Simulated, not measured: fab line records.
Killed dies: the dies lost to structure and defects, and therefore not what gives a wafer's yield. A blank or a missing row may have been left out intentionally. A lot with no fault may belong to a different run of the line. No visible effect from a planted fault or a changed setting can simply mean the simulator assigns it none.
Problem report, 8D (eight disciplines) form, completed by code	flow n5_finfet	the parts of the form that need people (team, actions taken, sign-off) are left out

== 1. WHAT IS WRONG ==
etch_rf_on_time_s at N5_BEOL_M11_ETCH_65 reads a mean of 93.2 s on 2 wafers of 2 lots; wafers without a fault read 64.0 s with a standard deviation of 2.4. That puts it +12 standard deviations away from the usual mean.
The step: etches SiARC in CF4, target depth 39 nm, time 65 s.
Earliest sighting: wafer L378.2 on rie_diel-01 at day 14 08:42. At this step, 30 wafers from 11 lots have a number in the record. By rule, "out" or "out of limits" means more than 4 standard deviations away from the usual mean. The other wafers with a number count as sound.

== 2. WHAT IT IS; WHAT IT IS NOT ==
question	is	is not
which readings at this step	etch_rf_on_time_s	drypump_motor_current_A, rf_vpp_V, showerhead_plenum_p_Torr, throttle_valve_pct
which lots	L377, L378	L369, L370, L381, L383, L384, L387, L389, L390, L391
which wafers of those lots	L377.2, L378.2	L377.4, L378.5
read on which tools	rie_diel-01	rie_diel-04, rie_diel-06
when	from day 14 08:42	up to then (6 sound wafers); but 22 sound wafers of L377, L381, L383, L384, L387, L389, L390, L391 came after

== 3. WHAT RULES OUT EACH SUSPECT ==
Counting: a tool at a process step up to the reading stays a suspect if it ran every lot that is out. Sound lots after the first of them don't rule it out here, since some wafers of a struck lot are sound.
- rie_diel-01 at N5_BEOL_M11_ETCH_65 (etches SiARC in CF4, target depth 39 nm, time 65 s): kept. Ran every lot that is out, first one L378 (day 14 08:42); last sound lot up to then L369 (day 12 01:14). On those wafers its own readings are out: etch_rf_on_time_s.
- rie_diel-01, N5_BEOL_M11_ETCH_65: wafers that are out in chamber 2, sound lot-mates in chambers 1, 3.
Left after counting: rie_diel-01 at N5_BEOL_M11_ETCH_65.

== 4. THE CAUSE (what the simulator had put in) ==
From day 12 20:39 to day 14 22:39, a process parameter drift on rie_diel-01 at N5_BEOL_M11_ETCH_65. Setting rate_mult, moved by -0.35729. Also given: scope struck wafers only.
After counting, this tool was the only one left.

== 5. THE EFFECT CHAIN, in route order ==
Rows list readings where the struck wafers' mean (over those with a number) sits beyond 3 standard deviations from the usual. Only readings for which the record gives a usual standard deviation are gone through. hours: the time from each lot's start at the first step in this table that gives one to its start at this step, as a median over the lots. sigmas: the change in usual standard deviations.
hours	step	reading	usual	on struck wafers	change	sigmas
0	N5_BEOL_M11_ETCH_65	etch_rf_on_time_s	64.0 s	93.2	+29.2	+12
Here are the process steps it includes:
- N5_BEOL_M11_ETCH_65: etches SiARC in CF4, target depth 39 nm, time 65 s.
Readings that are blank on the struck wafers while sound wafers have them: rf_fwd_power_W at N5_BEOL_M11_ETCH_65.

== 6. WHAT WOULD HAVE CAUGHT IT SOONER ==
In this record the first reading out of limits was taken at day 14 08:42, 36 hours after the fault began at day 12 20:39.
